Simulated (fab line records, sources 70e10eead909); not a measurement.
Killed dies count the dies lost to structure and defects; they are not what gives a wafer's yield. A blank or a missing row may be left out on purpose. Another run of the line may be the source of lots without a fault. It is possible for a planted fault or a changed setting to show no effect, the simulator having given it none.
Which tool was responsible? / flow nand harc / 12 lots, 36 wafers sampled, at 6 steps of a route of 1302

## WHAT THE GAUGES READ, wafer by wafer
NHARC_P_M0_CD_MEAS_09 targets a cd of 90 nm.
lot=L736; measured=day 6 01:14; on=cd sem-02; cd nm (nm)=89.5 89.9 89.5
lot=L738; measured=day 6 17:28; on=cd sem-02; cd nm (nm)=89.6 89.7 89.7
lot=L737; measured=day 6 18:05; on=cd sem-02; cd nm (nm)=90.2 90.0 89.5
lot=L742; measured=day 8 10:40; on=cd sem-03; cd nm (nm)=90.1 89.7 90.0
lot=L743; measured=day 9 05:44; on=cd sem-03; cd nm (nm)=90.4 90.9 90.8
lot=L746; measured=day 10 04:11; on=cd sem-03; cd nm (nm)=90.2 89.5 89.8
lot=L747; measured=day 10 12:55; on=cd sem-02; cd nm (nm)=89.9 89.7 90.1
lot=L749; measured=day 11 12:11; on=cd sem-02; cd nm (nm)=89.6 89.6 89.6
lot=L751; measured=day 12 06:49; on=cd sem-02; cd nm (nm)=83.5 83.4 83.2
lot=L754; measured=day 13 10:05; on=cd sem-02; cd nm (nm)=85.3 85.0 85.2
lot=L758; measured=day 15 12:32; on=cd sem-03; cd nm (nm)=89.9 89.9 90.4
lot=L759; measured=day 15 18:38; on=cd sem-03; cd nm (nm)=90.4 90.1 89.8

NHARC_P_M0_OVL_MEAS_10: pitch 180 nm.
lot=L736; measured=day 6 01:19; on=overlay-01; overlay x nm (nm)=-1.1 -0.3 -0.7; overlay y nm (nm)=0.6 0.3 0.3
lot=L738; measured=day 6 17:32; on=overlay-01; overlay x nm (nm)=-0.4 -0.5 -0.6; overlay y nm (nm)=-0.4 0.4 0.1
lot=L737; measured=day 6 18:10; on=overlay-02; overlay x nm (nm)=-0.8 -0.2 -0.2; overlay y nm (nm)=1.7 0.9 1.0
lot=L742; measured=day 8 10:45; on=overlay-01; overlay x nm (nm)=-1.3 -1.1 -0.8; overlay y nm (nm)=-1.0 -1.9 -1.6
lot=L743; measured=day 9 05:49; on=overlay-01; overlay x nm (nm)=-1.0 -0.7 -0.4; overlay y nm (nm)=0.6 0.3 0.3
lot=L746; measured=day 10 04:16; on=overlay-01; overlay x nm (nm)=0.5 0.5 0.9; overlay y nm (nm)=1.0 0.9 1.2
lot=L747; measured=day 10 13:01; on=overlay-01; overlay x nm (nm)=-0.5 -0.8 -1.0; overlay y nm (nm)=-1.0 -0.8 -1.1
lot=L749; measured=day 11 12:16; on=overlay-02; overlay x nm (nm)=0.5 -0.2 -0.4; overlay y nm (nm)=-0.4 -0.4 -0.3
lot=L751; measured=day 12 06:53; on=overlay-02; overlay x nm (nm)=0.5 0.8 0.4; overlay y nm (nm)=-1.4 -1.0 -1.6
lot=L754; measured=day 13 10:10; on=overlay-01; overlay x nm (nm)=0.7 0.7 0.9; overlay y nm (nm)=-0.1 -0.3 -0.5
lot=L758; measured=day 15 12:38; on=overlay-02; overlay x nm (nm)=-0.3 -0.8 -0.5; overlay y nm (nm)=1.0 0.8 0.5
lot=L759; measured=day 15 18:43; on=overlay-01; overlay x nm (nm)=1.6 2.1 1.8; overlay y nm (nm)=-0.5 -0.5 -1.0

NHARC_END_SORT_01.
lot=L746; measured=day 28 17:27; on=prober-01; defect limited yield (%)=90.5 90.5 88.5; killed at array=62 61 70; killed at other=0 0 0; killed at periphery=2 3 8; killed dies=64 64 78; killed open=3 5 7; killed short=1 1 4; sort_bin_2_pct (%)=3.0 2.8 4.9; sort_bin_3_pct (%)=0.6 0.7 0.7; sort_bin_4_pct (%)=5.9 5.9 5.9; sort n pass=613 613 599; sort rim yield pct (%)=90 88 92; sort yield pct (%)=90.5 90.5 88.5
lot=L747; measured=day 28 17:29; on=prober-02; defect limited yield (%)=94.5 91.3; killed at array=36 54; killed at other=0 1; killed at periphery=1 4; killed dies=37 59; killed open=3 5; killed short=0 2; sort_bin_2_pct (%)=1.6 3.4; sort_bin_3_pct (%)=0.3 0.7; sort_bin_4_pct (%)=3.5 4.6; sort n pass=640 618; sort rim yield pct (%)=99 92; sort yield pct (%)=94.5 91.3
lot=L749; measured=day 29 20:25; on=prober-01; defect limited yield (%)=95.4 96.3 94.7; killed at array=22 20 27; killed at other=0 0 0; killed at periphery=9 5 9; killed dies=31 25 36; killed open=2 2 2; killed short=2 2 3; sort_bin_2_pct (%)=1.5 0.9 1.5; sort_bin_3_pct (%)=0.4 0.3 0.3; sort_bin_4_pct (%)=2.7 2.5 3.5; sort n pass=646 652 641; sort rim yield pct (%)=95 95 95; sort yield pct (%)=95.4 96.3 94.7
lot=L754; measured=day 32 04:50; on=prober-01; defect limited yield (%)=88.3 89.7; killed at array=74 68; killed at other=2 0; killed at periphery=3 2; killed dies=79 70; killed open=7 5; killed short=5 2; sort_bin_2_pct (%)=5.2 3.5; sort_bin_3_pct (%)=1.3 0.6; sort_bin_4_pct (%)=5.2 6.2; sort n pass=598 607; sort rim yield pct (%)=88 91; sort yield pct (%)=88.3 89.7

## WHAT TOOL EACH LOT RAN ON (gives the tool, then ch and the chambers of the sampled wafers, and finally the start)
lot=L736; NHARC_P_GATE_DEGAS_109=pvd sputter-03, day 5 18:25; NHARC_P_GATE_RTA_82=rtp anneal-02 ch 0, day 5 19:26; NHARC_P_M0_PEB_07=litho track-04 ch 0, day 6 01:09
lot=L738; NHARC_P_GATE_DEGAS_109=pvd sputter-03, day 6 10:52; NHARC_P_GATE_RTA_82=rtp anneal-02 ch 0, day 6 11:38; NHARC_P_M0_PEB_07=litho track-06 ch 0, day 6 17:23
lot=L737; NHARC_P_GATE_DEGAS_109=pvd sputter-01, day 6 11:12; NHARC_P_GATE_RTA_82=rtp anneal-02 ch 0, day 6 11:59; NHARC_P_M0_PEB_07=litho track-01 ch 0, day 6 18:01
lot=L742; NHARC_P_GATE_DEGAS_109=pvd sputter-03, day 8 03:55; NHARC_P_GATE_RTA_82=rtp anneal-02 ch 0, day 8 04:40; NHARC_P_M0_PEB_07=litho track-01 ch 0, day 8 10:35
lot=L743; NHARC_P_GATE_DEGAS_109=pvd sputter-02, day 8 22:02; NHARC_P_GATE_RTA_82=rtp anneal-02 ch 0, day 8 22:48; NHARC_P_M0_PEB_07=litho track-06 ch 0, day 9 05:39
lot=L746; NHARC_P_GATE_DEGAS_109=pvd sputter-03, day 9 21:27; NHARC_P_GATE_RTA_82=rtp anneal-01 ch 0, day 9 22:14; NHARC_P_M0_PEB_07=litho track-01 ch 0, day 10 04:06
lot=L747; NHARC_P_GATE_DEGAS_109=pvd sputter-01, day 10 06:15; NHARC_P_GATE_RTA_82=rtp anneal-01 ch 0, day 10 07:01; NHARC_P_M0_PEB_07=litho track-01 ch 0, day 10 12:50
lot=L749; NHARC_P_GATE_DEGAS_109=pvd sputter-02, day 11 05:32; NHARC_P_GATE_RTA_82=rtp anneal-02 ch 0, day 11 06:19; NHARC_P_M0_PEB_07=litho track-04 ch 0, day 11 12:06
lot=L751; NHARC_P_GATE_DEGAS_109=pvd sputter-03, day 12 00:05; NHARC_P_GATE_RTA_82=rtp anneal-02 ch 0, day 12 00:52; NHARC_P_M0_PEB_07=litho track-01 ch 0, day 12 06:44
lot=L754; NHARC_P_GATE_DEGAS_109=pvd sputter-01, day 13 03:22; NHARC_P_GATE_RTA_82=rtp anneal-01 ch 0, day 13 04:08; NHARC_P_M0_PEB_07=litho track-01 ch 0, day 13 10:00
lot=L758; NHARC_P_GATE_DEGAS_109=pvd sputter-03, day 15 05:05; NHARC_P_GATE_RTA_82=rtp anneal-02 ch 0, day 15 05:50; NHARC_P_M0_PEB_07=litho track-01 ch 0, day 15 12:28
lot=L759; NHARC_P_GATE_DEGAS_109=pvd sputter-02, day 15 11:38; NHARC_P_GATE_RTA_82=rtp anneal-02 ch 0, day 15 12:25; NHARC_P_M0_PEB_07=litho track-01 ch 0, day 15 18:33
- NHARC_P_GATE_DEGAS_109: time 60 s.
- NHARC_P_GATE_RTA_82: time 30 s.
- NHARC_P_M0_PEB_07: peb time 65 s.

## WHAT THE TOOLS THEMSELVES READ (means of the sampled wafers that have a number; where no wafer has one, the mark that the record gives instead)
NHARC_P_GATE_DEGAS_109.
lot=L736; tool=pvd sputter-03; heater power w (W)=433
lot=L738; tool=pvd sputter-03; heater power w (W)=465
lot=L737; tool=pvd sputter-01; heater power w (W)=444
lot=L742; tool=pvd sputter-03; heater power w (W)=462
lot=L743; tool=pvd sputter-02; heater power w (W)=486
lot=L746; tool=pvd sputter-03; heater power w (W)=435
lot=L747; tool=pvd sputter-01; heater power w (W)=451
lot=L749; tool=pvd sputter-02; heater power w (W)=471
lot=L751; tool=pvd sputter-03; heater power w (W)=430
lot=L754; tool=pvd sputter-01; heater power w (W)=445
lot=L758; tool=pvd sputter-03; heater power w (W)=462
lot=L759; tool=pvd sputter-02; heater power w (W)=444

NHARC_P_GATE_RTA_82.
lot=L736; tool=rtp anneal-02; lamp power pct (%)=3.91; lamp_zone_1_pct (%)=3.91; lamp_zone_2_pct (%)=3.91; wafer_temp_C_max=452.5
lot=L738; tool=rtp anneal-02; lamp power pct (%)=3.91; lamp_zone_1_pct (%)=3.91; lamp_zone_2_pct (%)=3.91; wafer_temp_C_max=453.0
lot=L737; tool=rtp anneal-02; lamp power pct (%)=3.91; lamp_zone_1_pct (%)=3.91; lamp_zone_2_pct (%)=3.91; wafer_temp_C_max=452.8
lot=L742; tool=rtp anneal-02; lamp power pct (%)=3.91; lamp_zone_1_pct (%)=3.91; lamp_zone_2_pct (%)=3.91; wafer_temp_C_max=453.3
lot=L743; tool=rtp anneal-02; lamp power pct (%)=3.91; lamp_zone_1_pct (%)=3.91; lamp_zone_2_pct (%)=3.91; wafer_temp_C_max=453.5
lot=L746; tool=rtp anneal-01; lamp power pct (%)=4.27; lamp_zone_1_pct (%)=4.27; lamp_zone_2_pct (%)=4.27; wafer_temp_C_max=453.7
lot=L747; tool=rtp anneal-01; lamp power pct (%)=4.27; lamp_zone_1_pct (%)=4.27; lamp_zone_2_pct (%)=4.27; wafer_temp_C_max=453.6
lot=L749; tool=rtp anneal-02; lamp power pct (%)=3.91; lamp_zone_1_pct (%)=3.91; lamp_zone_2_pct (%)=3.91; wafer_temp_C_max=453.5
lot=L751; tool=rtp anneal-02; lamp power pct (%)=3.91; lamp_zone_1_pct (%)=3.91; lamp_zone_2_pct (%)=3.92; wafer_temp_C_max=452.9
lot=L754; tool=rtp anneal-01; lamp power pct (%)=4.27; lamp_zone_1_pct (%)=4.27; lamp_zone_2_pct (%)=4.27; wafer_temp_C_max=454.0
lot=L758; tool=rtp anneal-02; lamp power pct (%)=3.91; lamp_zone_1_pct (%)=3.91; lamp_zone_2_pct (%)=3.91; wafer_temp_C_max=452.7
lot=L759; tool=rtp anneal-02; lamp power pct (%)=3.91; lamp_zone_1_pct (%)=3.91; lamp_zone_2_pct (%)=3.92; wafer_temp_C_max=453.2

NHARC_P_M0_PEB_07.
lot=L736; tool=litho track-04; heater power total W (W)=156.4; plate temp C (C)=100.14
lot=L738; tool=litho track-06; heater power total W (W)=156.5; plate temp C (C)=99.88
lot=L737; tool=litho track-01; heater power total W (W)=156.9; plate temp C (C)=100.00
lot=L742; tool=litho track-01; heater power total W (W)=156.8; plate temp C (C)=100.12
lot=L743; tool=litho track-06; heater power total W (W)=156.5; plate temp C (C)=100.21
lot=L746; tool=litho track-01; heater power total W (W)=156.8; plate temp C (C)=99.90
lot=L747; tool=litho track-01; heater power total W (W)=156.2; plate temp C (C)=100.10
lot=L749; tool=litho track-04; heater power total W (W)=156.7; plate temp C (C)=99.97
lot=L751; tool=litho track-01; heater power total W (W)=153.3; plate temp C (C)=98.49
lot=L754; tool=litho track-01; heater power total W (W)=153.6; plate temp C (C)=98.46
lot=L758; tool=litho track-01; heater power total W (W)=156.7; plate temp C (C)=99.82
lot=L759; tool=litho track-01; heater power total W (W)=156.4; plate temp C (C)=99.80

## THE ANSWER, worked out from the rows above alone
Rule: usual is defined by the lots themselves. The widest of any qualifying gaps counts: lots, ordered by their means at a reading, are off when they make up no more than a third of the lots, leave a main group of 4 or more, and stand apart from it by 3 or more times the standard deviation of that group's means. If all means in a main group match to the digits the tables above print for the reading, that group is not used. Also off: a lot with no number at a reading for which 4 or more lots have one. Where the step has rows for the other lots, those lots are counted as sound. Order of review: gauges by route order, followed by the tools' own readings, for which a lot's mean as printed above is used. The first step at which some lot is off is used, and at that step the reading that is off furthest; a lot without a number counts as furthest.
Off: L751, L754, at NHARC_P_M0_CD_MEAS_09 (cd nm). The main group: mean 89.9 nm, standard deviation 0.3.
A tool fits if, at a process step before that reading, it ran every lot that is off, and no sound lot after the first of them. Not tried: the gauges at NHARC_P_M0_CD_MEAS_09; whatever is off there is also off at NHARC_P_M0_PEB_07, on other tools, and gauge error can't account for it. Of those tried, none fits.

## WHAT HAD BEEN PUT IN BY THE SIMULATOR
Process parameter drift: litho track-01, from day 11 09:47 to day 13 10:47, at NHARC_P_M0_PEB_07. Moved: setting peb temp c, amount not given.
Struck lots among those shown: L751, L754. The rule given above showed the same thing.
